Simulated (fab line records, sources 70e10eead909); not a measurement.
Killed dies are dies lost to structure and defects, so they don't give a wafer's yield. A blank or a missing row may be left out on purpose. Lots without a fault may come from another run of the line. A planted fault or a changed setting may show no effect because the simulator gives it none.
A struck lot beside a sound one | flow nand_harc | 14 steps out of a route of 1159
Sound: wafers L193.1, L193.2, L193.4. Struck: wafers L201.3, L201.6. (L201.4 of the same lot was not struck and is left out.) The cause comes at the end.
At each step with rows: each side's tool, then ch and its chambers, then its first start. Under that, the readings that differ: sound wafers | struck wafers | difference of the means | sigmas: that difference in standard deviations of wafers without a fault.
alike: readings whose means differ by less than 2 such deviations, and words and numbers that are the same on both sides. not compared: withheld readings, readings that some wafer has no value for, bounds like >300 that may hide the same value, and numbers for which the record gives no deviation and whose values overlap.
The two part at a step that has a row with sigmas, a row that says differs or no value, or rows on one side only. Numbers that don't overlap but have no deviation are shown without sigmas and don't part them. A reading that every wafer of one side lacks parts them only if that side has two wafers or more.

first, 7 steps without rows for these wafers: NHARC_A_CHANNEL_HOLE_D1_COAT_37 (time 65 s); NHARC_A_CHANNEL_HOLE_D1_COAT_04 (resist thk 90 nm); NHARC_A_CHANNEL_HOLE_D1_SOFTBAKE_05 (time 55 s); NHARC_A_CHANNEL_HOLE_D1_EBR_06; NHARC_A_CHANNEL_HOLE_D1_EXPOSE_07 (exposes mask HOLE D1, target cd 100 nm); NHARC_A_CHANNEL_HOLE_D1_PEB_08 (peb time 65 s); NHARC_A_CHANNEL_HOLE_D1_DEVELOP_09 (develop time 35 s).
NHARC_A_CHANNEL_HOLE_D1_CD_MEAS_10: target cd 100 nm.
  sound on cd_sem-01 ch 0, day 10 10:01; struck on cd_sem-03 ch 0, day 12 11:04
  alike: cd_nm
NHARC_A_CHANNEL_HOLE_D1_OVL_MEAS_11:
  sound on overlay-02, day 10 10:07; struck on overlay-02, day 12 11:09
  reading           | sound       | struck    | difference | sigmas
  overlay_y_nm (nm) | 1.9 0.9 1.6 | -0.6 -1.0 | -2.3       | -2
  alike: overlay_x_nm
NHARC_A_CHANNEL_HOLE_D1_INSPECT_12:
  sound on defect_inspect-01, day 10 10:09; struck on defect_inspect-02, day 12 11:11
  alike: raw_defect_count
NHARC_A_CHANNEL_HOLE_D1_DESCUM_15: chemistry O2, time 3 s.
  sound on rie_diel-12 ch 0,2,3, day 10 10:13; struck on rie_diel-02 ch 1,3, day 12 11:16
  alike: drypump_motor_current_A, oes_product_au, rf_vpp_V, showerhead_plenum_p_Torr, throttle_valve_pct
  not compared: rf_hours_counter_h
NHARC_A_CHANNEL_HOLE_D1_ETCH_38: etches the open film in CF4, target depth 39 nm, time 65 s.
  sound on rie_diel-12 ch 0,2,3, day 10 10:19; struck on rie_diel-02 ch 0,2, day 12 11:20
  alike: drypump_motor_current_A, oes_product_au, rf_vpp_V, run_length_s, showerhead_plenum_p_Torr, throttle_valve_pct
  not compared: rf_hours_counter_h
NHARC_A_CHANNEL_HOLE_D1_ETCH_39: etches the open film in N2/H2, target depth 260 nm, time 325 s.
  sound on rie_diel-12 ch 0,2,3, day 10 10:25; struck on rie_diel-02 ch 0, day 12 11:25
  reading          | sound             | struck      | difference | sigmas
  run_length_s (s) | 345.8 345.4 346.7 | 262.1 262.4 | -83.7      | -99 or more
  alike: drypump_motor_current_A, h2_flow_sccm, oes_product_au, rf_vpp_V, showerhead_plenum_p_Torr, throttle_valve_pct
  not compared: rf_hours_counter_h
NHARC_A_CHANNEL_HOLE_D1_ETCH_34: etches the open film in CF4/CHF3, target depth 154 nm, time 77 s.
  sound on rie_diel-12 ch 1,2,3; struck on rie_diel-02 ch 0,1
  reading               | sound             | struck      | difference | sigmas
  oes_product_au (a.u.) | 0.956 0.945 0.995 | 0.907 0.924 | -0.050     | -2
  alike: drypump_motor_current_A, rf_vpp_V, run_length_s, showerhead_plenum_p_Torr, throttle_valve_pct
  not compared: rf_hours_counter_h

WHERE THEY PART
First at NHARC_A_CHANNEL_HOLE_D1_OVL_MEAS_11; last, within this record, at NHARC_A_CHANNEL_HOLE_D1_ETCH_34.

WHY: what the simulator had put in
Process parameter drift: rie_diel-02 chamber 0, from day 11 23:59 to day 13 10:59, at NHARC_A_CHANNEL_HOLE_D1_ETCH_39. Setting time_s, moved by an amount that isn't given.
